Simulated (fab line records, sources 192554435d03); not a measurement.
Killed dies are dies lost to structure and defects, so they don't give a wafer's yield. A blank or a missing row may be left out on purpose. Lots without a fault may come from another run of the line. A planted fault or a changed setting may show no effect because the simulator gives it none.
Which tool did it? | flow n5_finfet | 9 lots, 26 wafers sampled, at 7 steps of a route of 1938

WHAT THE GAUGES READ, wafer by wafer
N5_BEOL_M4_RC_MEAS_101. Usual: DIBL_N 37.2 mV/V, standard deviation 2.5; DIBL_P 38 mV/V, standard deviation 3; IOFF_N 0.17 nA/um, standard deviation 0.044; IOFF_P 0.24 nA/um, standard deviation 0.059; ION_N 667 uA/um, standard deviation 13; ION_P 461 uA/um, standard deviation 7.9; SS_N 71.8 mV/dec, standard deviation 0.86; SS_P 73.6 mV/dec, standard deviation 0.92; VT_N 250 mV, standard deviation 4.1; VT_P -249 mV, standard deviation 3.9.
lot  | measured     | on        | DIBL_N (mV/V)  | DIBL_P (mV/V) | IOFF_N (nA/um) | IOFF_P (nA/um) | ION_N (uA/um) | ION_P (uA/um) | SS_N (mV/dec)  | SS_P (mV/dec)  | VT_N (mV)   | VT_P (mV)      | flag
L592 | day 8 10:58  | prober-01 | 36.9 36.7 39.7 | 38 37 41      | 0.17 0.15 0.22 | 0.23 0.21 0.31 | 685 656 682   | 466 460 468   | 72.0 71.8 73.0 | 73.9 72.6 74.0 | 250 252 245 | -247 -253 -243 |
L595 | day 9 11:36  | prober-02 | 34.7 39.1 39.5 | 33 39 41      | 0.10 0.18 0.21 | 0.17 0.26 0.29 | 654 679 683   | 462 463 467   | 71.3 71.7 72.2 | 72.4 73.6 74.7 | 255 247 244 | -251 -244 -244 |
L598 | day 9 15:33  | prober-02 | 37.6 36.2 38.3 | 37 36 38      | 0.18 0.15 0.20 | 0.23 0.22 0.26 | 676 660 675   | 461 458 473   | 71.5 71.5 71.7 | 73.5 73.6 73.7 | 248 253 246 | -251 -250 -249 |
L603 | day 11 13:14 | prober-01 | 43.1 33.8 40.1 | 43 32 40      | 0.26 0.10 0.21 | 0.44 0.21 0.39 | 691 654 676   | 484 476 478   | 73.7 71.2 72.3 | 75.0 71.1 74.7 | 245 260 246 | -238 -247 -237 |
L604 | day 11 13:54 | prober-02 | 34.6 36.5 36.0 | 37 40 38      | 0.16 0.19 0.18 | 0.22 0.27 0.22 | 666 681 671   | 461 469 461   | 71.6 71.9 71.8 | 72.7 73.8 74.0 | 248 246 247 | -247 -246 -251 |
L605 | day 12 05:06 | prober-02 | 39.0 34.9 36.5 | 39 36 38      | 0.19 0.12 0.15 | 0.23 0.18 0.21 | 678 659 672   | 460 457 455   | 72.2 71.4 71.8 | 73.8 72.9 73.5 | 248 252 250 | -249 -252 -252 |
L610 | day 12 23:52 | prober-01 | 35.6 36.4 34.8 | 36 38 36      | 0.15 0.16 0.13 | 0.21 0.24 0.21 | 666 681 660   | 459 469 453   | 71.2 71.0 71.4 | 72.4 72.7 72.3 | 251 251 254 | -251 -248 -252 |
L609 | day 13 02:37 | prober-02 | 37.6 34.0      | 39 35         | 0.16 0.11      | 0.26 0.18      | 663 640       | 467 450       | 72.2 70.7      | 73.7 73.1      | 252 259     | -246 -252      |
L614 | day 14 02:14 | prober-02 | 32.1 32.5 34.2 | 33 32 36      | 0.11 0.11 0.14 | 0.15 0.15 0.19 | 655 664 672   | 449 453 465   | 70.3 70.4 70.5 | 71.7 72.1 72.6 | 254 255 252 | -254 -256 -251 |

N5_BEOL_M13_THK_MEAS_50: measures by xrf. Usual: M13_THK 425 nm, standard deviation 8.4.
lot  | measured     | on            | M13_THK (nm) | flag
L592 | day 11 22:52 | film_metro-02 | 433 424 434  |
L595 | day 12 13:57 | film_metro-01 | 416 432 437  |
L598 | day 13 02:46 | film_metro-02 | 426 422 426  |
L603 | day 14 09:28 | film_metro-01 | 425 413 415  |
L604 | day 14 10:31 | film_metro-02 | 791 839 776  | OFF
L605 | day 15 09:43 | film_metro-01 | 417 417 761  | OFF
L610 | day 16 05:48 | film_metro-01 | 417 418 417  |
L609 | day 16 05:50 | film_metro-02 | 403 438      |
L614 | day 17 12:13 | film_metro-01 | 413 425 422  |

N5_BEOL_M13_INSPECT_55: inspects for defects (darkfield). Usual: raw_defect_count 77, standard deviation 23.
lot  | measured     | on                | raw_defect_count | flag
L592 | day 11 23:01 | defect_inspect-01 | 59 75 80         |
L595 | day 12 14:06 | defect_inspect-01 | 92 104 54        |
L598 | day 13 02:55 | defect_inspect-02 | 116 118 118      |
L603 | day 14 09:40 | defect_inspect-01 | 60 51 86         |
L604 | day 14 10:43 | defect_inspect-02 | 3151 3152 3157   | OFF
L605 | day 15 09:52 | defect_inspect-01 | 126 79 3210      | OFF
L610 | day 16 05:58 | defect_inspect-01 | 71 71 83         |
L609 | day 16 06:01 | defect_inspect-01 | 56 46            |
L614 | day 17 12:23 | defect_inspect-01 | 94 81 95         |

N5_BEOL_M14_THK_MEAS_01. Usual: M14_ILD_THK 1120 nm, standard deviation 18.
lot  | measured     | on            | M14_ILD_THK (nm) | flag
L592 | day 11 23:14 | film_metro-02 | 1100 1103 1115   |
L595 | day 12 14:20 | film_metro-02 | 1103 1105 1096   |
L598 | day 13 03:09 | film_metro-02 | 1114 1122 1129   |
L603 | day 14 09:54 | film_metro-01 | 1121 1127 1137   |
L605 | day 15 10:05 | film_metro-02 | 1105 1170        |
L610 | day 16 06:11 | film_metro-01 | 1085 1110 1098   |
L609 | day 16 06:14 | film_metro-02 | 1086 1141        |
L614 | day 17 12:37 | film_metro-01 | 1114 1101 1128   |

WHICH TOOL RAN EACH LOT (tool, then ch and the chambers of the sampled wafers, then the start)
lot  | N5_BEOL_M13_TRENCH_ETCH_34         | N5_BEOL_M13_CMP_49            | N5_BEOL_M13_DEP_53
L592 | rie_diel-01 ch 0,1, day 11 19:47   | cmp-02 ch 2,3, day 11 22:34   | pecvd-04 ch 0,1,2, day 11 22:55
L595 | rie_diel-05 ch 0,1,2, day 12 11:40 | cmp-03 ch 0,1, day 12 13:39   | pecvd-01 ch 0,2, day 12 14:01
L598 | rie_diel-03 ch 0,1,2, day 12 21:42 | cmp-03 ch 0,2,3, day 13 02:28 | pecvd-01 ch 0,1,2, day 13 02:50
L603 | rie_diel-03 ch 1,2,3, day 14 06:53 | cmp-03 ch 0,1,2, day 14 09:13 | pecvd-04 ch 0,2, day 14 09:35
L604 | rie_diel-01 ch 1,2,3, day 14 08:32 | cmp-03 ch 1,2,3, day 14 10:20 | pecvd-03 ch 1, day 14 10:35
L605 | rie_diel-03 ch 0,1,3, day 15 02:46 | cmp-03 ch 0,1, day 15 09:27   | pecvd-01 ch 0,2, day 15 09:46
L610 | rie_diel-03 ch 0,1,3, day 15 20:37 | cmp-02 ch 2,3, day 16 05:32   | pecvd-01 ch 0,1,2, day 16 05:52
L609 | rie_diel-05 ch 0,1, day 15 23:52   | cmp-04 ch 0,3, day 16 05:40   | pecvd-03 ch 0,2, day 16 05:55
L614 | rie_diel-03 ch 0,1,2, day 17 09:32 | cmp-02 ch 0,2, day 17 11:56   | pecvd-03 ch 1,2, day 17 12:17
- N5_BEOL_M13_TRENCH_ETCH_34: etches SiOC in C4F8/O2/Ar, target depth 413.47 nm, time 162.6 s.
- N5_BEOL_M13_CMP_49: polishes, stops on SiOC, t overpolish 17.1 s, target thk 420 nm.
- N5_BEOL_M13_DEP_53: deposits SiCN from 3MS/NH3, target thk 50 nm, time 17.8 s.

WHAT THE TOOLS THEMSELVES READ (means of the sampled wafers that have a number; where no wafer has one, the mark that the record gives instead)
N5_BEOL_M13_TRENCH_ETCH_34. Usual: bias_w 700.0 W, standard deviation 2.1; drypump_motor_current_A 5.9 A, standard deviation 0.51; oes_product_au 0.79 a.u., standard deviation 0.07; rf_vpp_V 665.2 V, standard deviation 2.7; showerhead_plenum_p_Torr 3.41 Torr, standard deviation 0.11; throttle_valve_pct 24.15 %, standard deviation 0.2.
lot  | tool        | bias_w (W) | drypump_motor_current_A (A) | oes_product_au (a.u.) | rf_vpp_V (V) | showerhead_plenum_p_Torr (Torr) | throttle_valve_pct (%) | flag
L592 | rie_diel-01 | 700.6      | 5.5                         | 0.86                  | 663.5        | 3.36                            | 24.08                  |
L595 | rie_diel-05 | 699.7      | 5.4                         | 0.84                  | 663.9        | 3.34                            | 23.93                  |
L598 | rie_diel-03 | 700.0      | 6.1                         | 0.76                  | 665.4        | 3.40                            | 24.14                  |
L603 | rie_diel-03 | 700.7      | 6.3                         | 0.77                  | 665.9        | 3.47                            | 24.18                  |
L604 | rie_diel-01 | 699.8      | 5.6                         | 0.82                  | 663.8        | 3.40                            | 24.13                  |
L605 | rie_diel-03 | 701.6      | 6.4                         | 0.78                  | 667.1        | 3.46                            | 24.19                  |
L610 | rie_diel-03 | 700.5      | 6.4                         | 0.77                  | 666.7        | 3.46                            | 24.20                  |
L609 | rie_diel-05 | 700.5      | 5.5                         | 0.79                  | 664.0        | 3.35                            | 23.91                  |
L614 | rie_diel-03 | 699.5      | 6.2                         | 0.73                  | 665.7        | 3.39                            | 24.18                  |

N5_BEOL_M13_CMP_49. Usual: barrier_field_endpoint_s 30.2 s, standard deviation 0.84; head_pressure_psi 0.9999 psi, standard deviation 0.0021; motor_current_A 6.2 A, standard deviation 0.68; overpolish_run_s 17.102 s, standard deviation 0.0088.
lot  | tool   | barrier_field_endpoint_s (s) | head_pressure_psi (psi) | motor_current_A (A) | overpolish_run_s (s) | flag
L592 | cmp-02 | 31.4                         | 0.9990                  | 6.0                 | 17.097               |
L595 | cmp-03 | 29.5                         | 1.0017                  | 5.6                 | 17.104               |
L598 | cmp-03 | 29.8                         | 0.9992                  | 6.5                 | 17.103               |
L603 | cmp-03 | 30.7                         | 0.9984                  | 6.2                 | 17.105               |
L604 | cmp-03 | 60.4                         | 1.0006                  | 6.3                 | 1.335                | OFF
L605 | cmp-03 | 39.8                         | 0.9987                  | 5.8                 | 12.262               | OFF
L610 | cmp-02 | 30.1                         | 1.0012                  | 6.2                 | 17.101               |
L609 | cmp-04 | 30.5                         | 1.0009                  | 5.4                 | 17.110               |
L614 | cmp-02 | 31.0                         | 0.9977                  | 6.1                 | 17.102               |

N5_BEOL_M13_DEP_53. Usual: showerhead_plenum_p_Torr 4.165 Torr, standard deviation 0.022; throttle_valve_pct 17.9 %, standard deviation 0.81.
lot  | tool     | showerhead_plenum_p_Torr (Torr) | throttle_valve_pct (%) | flag
L592 | pecvd-04 | 4.149                           | 17.8                   |
L595 | pecvd-01 | 4.166                           | 18.0                   |
L598 | pecvd-01 | 4.170                           | 18.0                   |
L603 | pecvd-04 | 4.156                           | 17.2                   |
L604 | pecvd-03 | 4.161                           | 19.5                   |
L605 | pecvd-01 | 4.163                           | 18.0                   |
L610 | pecvd-01 | 4.160                           | 17.9                   |
L609 | pecvd-03 | 4.192                           | 17.2                   |
L614 | pecvd-03 | 4.161                           | 18.7                   |

THE ANSWER, worked out from the rows above alone
Rule: a lot is off if the mean of its wafers that have a number lies more than 3 standard deviations from the usual mean. A lot without any number at a reading at which 4 lots or more have one is off too. The other lots that the step has rows for count as sound. The gauges are gone through in route order, then the tools' own readings, and for those a lot's mean is taken as printed above. The first step at which some lot is off is used, and at that step the reading that is off furthest; a lot without a number counts as furthest.
Off: L604, L605, at N5_BEOL_M13_THK_MEAS_50 (M13_THK).
A tool fits if, at a process step before that reading, it ran every lot that is off, and no sound lot after the first of them. The gauges at N5_BEOL_M13_THK_MEAS_50 aren't tried: what is off there is off at N5_BEOL_M13_INSPECT_55 too, on other tools, and a gauge's error can't cause that. One fits: cmp-03 at N5_BEOL_M13_CMP_49. Its last sound lot is L603 (day 14 09:13), its first lot that is off L604 (day 14 10:20): a fault that began between those two fits.
The tool's own readings at N5_BEOL_M13_CMP_49 bear it out: on the lots that are off they differ by more than 5 times the standard deviation of the sound lots' means. barrier_field_endpoint_s reads 50.1 s there against 30.4 s on the sound lots; overpolish_run_s reads 6.799 s there against 17.103 s on the sound lots.

WHAT THE SIMULATOR HAD PUT IN
Process parameter drift: cmp-03, from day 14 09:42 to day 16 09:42, at N5_BEOL_M13_CMP_49. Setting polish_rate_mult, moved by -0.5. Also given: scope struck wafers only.
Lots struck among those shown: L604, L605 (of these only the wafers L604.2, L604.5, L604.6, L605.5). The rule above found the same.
